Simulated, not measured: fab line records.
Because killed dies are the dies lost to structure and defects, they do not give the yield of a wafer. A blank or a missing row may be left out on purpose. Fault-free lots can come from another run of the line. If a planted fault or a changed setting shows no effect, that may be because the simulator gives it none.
Matching of chambers -- flow nand-harc -- 4 sister chambers for NHARC_A_DECK1_JOINT_ETCHBACK_00 on rie-si-02
The step etches the open film in HBr, target depth 30 nm, time 17.4 s. 16 wafers are shown with their chamber, then 8 later ones without.

WAFERS PAIRED WITH THEIR CHAMBERS
wafer,chamber,drypump-motor-current-A (A),he-backside-leak-sccm (sccm),oes-product-au (a.u.)
L075.1,3,6.3,2.8,1.009
L075.3,2,5.8,2.7,1.000
L075.6,0,6.1,2.9,0.990
L078.4,3,6.3,2.9,1.006
L078.5,0,6.0,3.0,1.000
L078.6,3,6.3,2.9,1.009
L080.1,2,5.8,2.7,1.006
L080.4,0,6.1,2.9,0.996
L080.6,0,6.0,2.8,0.997
L082.1,1,5.6,2.6,1.008
L082.2,0,6.0,3.0,0.995
L082.4,2,5.8,2.7,0.991
L084.2,0,6.1,2.9,0.992
L084.3,2,5.8,2.8,0.993
L084.5,0,6.1,2.9,0.989
L085.2,3,6.3,2.7,0.993

SIGNATURES, as means of the wafers listed above
reading,chamber 0,chamber 1,chamber 2,chamber 3,scatter within a chamber
drypump-motor-current-A,6.057,5.600,5.800,6.300,0.0378
he-backside-leak-sccm,2.914,2.600,2.725,2.825,0.0728
oes-product-au,0.99414,1.00800,0.99750,1.00425,0.00585
Rule: a wafer lies at a distance from a chamber equal to the root of the sum of squares, over the readings, of (its reading less the chamber's mean, divided by the reading's scatter). The wafer belongs to the nearest chamber; if the next one is less than 2 further off, it can't be placed. The scatter: take each reading less its chamber's mean, square it, sum over the shown wafers, divide by the number of wafers less the number of chambers, and take the root.

WAFERS WITHOUT THEIR CHAMBER
wafer,drypump-motor-current-A (A),he-backside-leak-sccm (sccm),oes-product-au (a.u.)
L085.4,5.6,2.6,1.003
L085.5,6.0,3.0,0.997
L091.1,6.0,2.9,1.002
L091.2,6.3,2.6,1.010
L091.5,5.6,2.3,1.014
L097.1,6.0,2.9,1.003
L097.2,5.8,2.6,0.998
L097.4,5.6,2.5,1.006

WHICH CHAMBER EACH ONE RAN IN
wafer,from the rows above,in truth
L085.4,1,1
L085.5,0,0
L091.1,0,0
L091.2,3,3
L091.5,1,1
L097.1,0,0
L097.2,2,2
L097.4,1,1
Correct placement for 8 of the 8. From these rows, 0 cannot be placed. Wrongly placed: 0.
